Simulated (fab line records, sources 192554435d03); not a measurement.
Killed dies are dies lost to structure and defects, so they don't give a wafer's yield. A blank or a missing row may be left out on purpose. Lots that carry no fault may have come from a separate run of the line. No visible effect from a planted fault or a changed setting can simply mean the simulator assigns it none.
A struck lot beside a sound one + flow n5Finfet + 34 out of 1938 route steps
Sound: wafers L247.1, L247.2, L247.4. Wafers struck: L246.1, L246.3. Last of all comes the cause.
At each step with rows: each side's tool, then ch and its chambers, then its first start. Under that, the readings that differ: sound wafers + struck wafers + difference of the means + sigmas: that difference in standard deviations of wafers without a fault.
alike: a reading whose means differ by less than 2 such deviations, as well as words and numbers matching on both sides. not compared: withheld readings; readings where some wafer has no value; bounds like >300 that might hide an equal value; numbers whose values overlap and for which the record gives no deviation.
Wherever a step has rows on one side only, a row that says differs or no value, or a row with sigmas, the two part there. When numbers do not overlap yet have no deviation, they are printed without sigmas and do not part them. A reading that every wafer of one side lacks parts them only if that side has two wafers or more.

first, 9 steps without rows for these wafers: N5_BEOL_M10_SOFTBAKE_06 (time 60 s); N5_BEOL_M10_EXPOSE_08 (exposes mask M10); N5_BEOL_M10_PEB_09 (peb time 60 s); N5_BEOL_M10_DEVELOP_10 (develop time 30 s); N5_BEOL_M10_DESCUM_16 (chemistry O2, time 7.9 s); N5_BEOL_M10_ETCH_61 (etches SiARC in CF4, target depth 39 nm, time 65 s); N5_BEOL_M10_ETCH_62 (etches SOC in N2/H2, target depth 110 nm, overetch 22 nm, time 165 s); N5_BEOL_M10_STRIP_68 (strips in N2/H2); N5_BEOL_M10_STRIP_67 (strips in CF4).
N5_BEOL_M10_HM_OPEN_17: chemistry Cl2/BCl3, target TiN, target depth 20 nm, overetch 6 nm.
  sound on rieMetal-01 ch 0,1, day 14 04:23; struck on rieMetal-02 ch 0, day 13 19:42
  alike: drypumpMotorCurrentA, oesProductAu, throttleValvePct
  not compared: rfHoursCounterH
then, 23 steps without rows for these wafers: N5_BEOL_M10_STRIP_19 (strips in O2); N5_BEOL_M10_COAT_63 (time 60 s, resist thk 100 nm); N5_BEOL_M10_COAT_64 (time 60 s, resist thk 30 nm); N5_BEOL_M10_COAT_22 (resist thk 90 nm); N5_BEOL_M10_EBR_24; N5_BEOL_M10_SOFTBAKE_23 (time 60 s); N5_BEOL_M10_EXPOSE_25 (exposes mask V9); N5_BEOL_M10_PEB_26 (peb time 60 s); N5_BEOL_M10_DEVELOP_27 (develop time 30 s); N5_BEOL_M10_DESCUM_33 (chemistry O2, time 7.9 s); N5_BEOL_M10_ETCH_65 (etches SiARC in CF4, target depth 39 nm, time 65 s); N5_BEOL_M10_ETCH_66 (etches SOC in N2/H2, target depth 120 nm, overetch 24 nm, time 180 s); N5_BEOL_M10_STRIP_69 (strips in N2/H2); N5_BEOL_M10_VIA_ETCH_34 (etches SiCOH lowk in C4F6/O2, target depth 184.5 nm, time 69.2 s); N5_BEOL_M10_STRIP_73 (strips in C4F6/O2); N5_BEOL_M10_STRIP_36 (strips in N2/H2); N5_BEOL_M10_TRENCH_ETCH_37 (etches SiCOH lowk in C4F6/O2, target depth 148.83 nm, time 48 s); N5_BEOL_M10_ETCH_41 (etches SiCN in CH3F/O2, target depth 42.6 nm, time 86 s); N5_BEOL_M10_STRIP_77 (strips in N2/H2, time 10 s); N5_BEOL_M10_HM_STRIP_39 (strips TiN in peroxide tin strip, target depth 25 nm, time 158 s); N5_BEOL_M10_SRD_40 (time 30 s); N5_BEOL_M10_PRECLEAN_42 (cleans in residue remover, time 60 s); N5_BEOL_M10_SRD_43 (time 30 s).
-- a jump in the record: the struck wafers' starts before and after are 2 days apart (it breaks off in module BEOL_M10 and resumes in module PASSIVATION, where the first step shown is number 1936 of the route) --
N5_PASSIVATION_PROBE_49:
  only the struck wafers here have rows in the record (prober-02, day 15 22:05); the sound ones have none

== WHERE THEY PART ==
N5_PASSIVATION_PROBE_49 only, going by this record.

WHY: what the simulator had put in
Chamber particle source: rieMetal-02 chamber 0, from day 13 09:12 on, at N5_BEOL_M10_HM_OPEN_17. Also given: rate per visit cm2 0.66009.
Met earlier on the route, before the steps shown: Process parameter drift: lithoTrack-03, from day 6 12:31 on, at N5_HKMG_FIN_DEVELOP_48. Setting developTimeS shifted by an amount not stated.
